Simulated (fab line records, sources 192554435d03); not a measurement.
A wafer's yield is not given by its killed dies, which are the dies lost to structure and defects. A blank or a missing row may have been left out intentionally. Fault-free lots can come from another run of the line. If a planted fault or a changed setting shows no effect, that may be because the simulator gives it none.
Chamber matching || flow n5 finfet || pecvd-03 running N5_BEOL_M14_DEP_53: 3 sister chambers
The step deposits SiCN from 3MS/NH3, target thk 50 nm, time 17.8 s. 3 wafers are shown with their chamber, then 12 later ones without.

== WAFERS, EACH WITH ITS CHAMBER ==
{"wafer": "L085.6", "chamber": 0, "throttle valve pct (%)": 20.0}
{"wafer": "L086.2", "chamber": 2, "throttle valve pct (%)": 16.8}
{"wafer": "L086.4", "chamber": 1, "throttle valve pct (%)": 17.9}

== WAFERS MISSING THEIR CHAMBER ==
{"wafer": "L087.1", "throttle valve pct (%)": 17.8}
{"wafer": "L087.2", "throttle valve pct (%)": 16.6}
{"wafer": "L087.6", "throttle valve pct (%)": 18.1}
{"wafer": "L091.3", "throttle valve pct (%)": 20.0}
{"wafer": "L091.4", "throttle valve pct (%)": 20.0}
{"wafer": "L091.6", "throttle valve pct (%)": 17.1}
{"wafer": "L089.2", "throttle valve pct (%)": 20.4}
{"wafer": "L089.4", "throttle valve pct (%)": 18.2}
{"wafer": "L089.5", "throttle valve pct (%)": 20.1}
{"wafer": "L095.1", "throttle valve pct (%)": 16.7}
{"wafer": "L095.4", "throttle valve pct (%)": 16.5}
{"wafer": "L095.5", "throttle valve pct (%)": 20.5}

== CHAMBER TAKEN BY EACH ==
{"wafer": "L087.1", "from the rows above": 1, "in truth": 1}
{"wafer": "L087.2", "from the rows above": 2, "in truth": 2}
{"wafer": "L087.6", "from the rows above": 1, "in truth": 1}
{"wafer": "L091.3", "from the rows above": 0, "in truth": 0}
{"wafer": "L091.4", "from the rows above": 0, "in truth": 0}
{"wafer": "L091.6", "from the rows above": "can't be placed: 2 or 1", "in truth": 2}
{"wafer": "L089.2", "from the rows above": 0, "in truth": 0}
{"wafer": "L089.4", "from the rows above": 1, "in truth": 1}
{"wafer": "L089.5", "from the rows above": 0, "in truth": 0}
{"wafer": "L095.1", "from the rows above": 2, "in truth": 2}
{"wafer": "L095.4", "from the rows above": 2, "in truth": 2}
{"wafer": "L095.5", "from the rows above": 0, "in truth": 0}
Correctly placed: 11 of 12. Can't be placed from these rows: 1 (the true chamber is among the candidates in 1). Wrongly placed: 0.
How it was worked out, from the rows above alone: a wafer's distance from a chamber is the root of the sum, over the readings, of the square of ((its reading less the chamber's mean) divided by the reading's scatter). The wafer belongs to the nearest chamber; if the next one is less than 2 further off, it can't be placed. For every chamber, the mean is computed from those of its wafers that are shown. The scatter: root of mean squared gap, hidden wafer to nearest shown wafer, with one shown wafer a chamber.
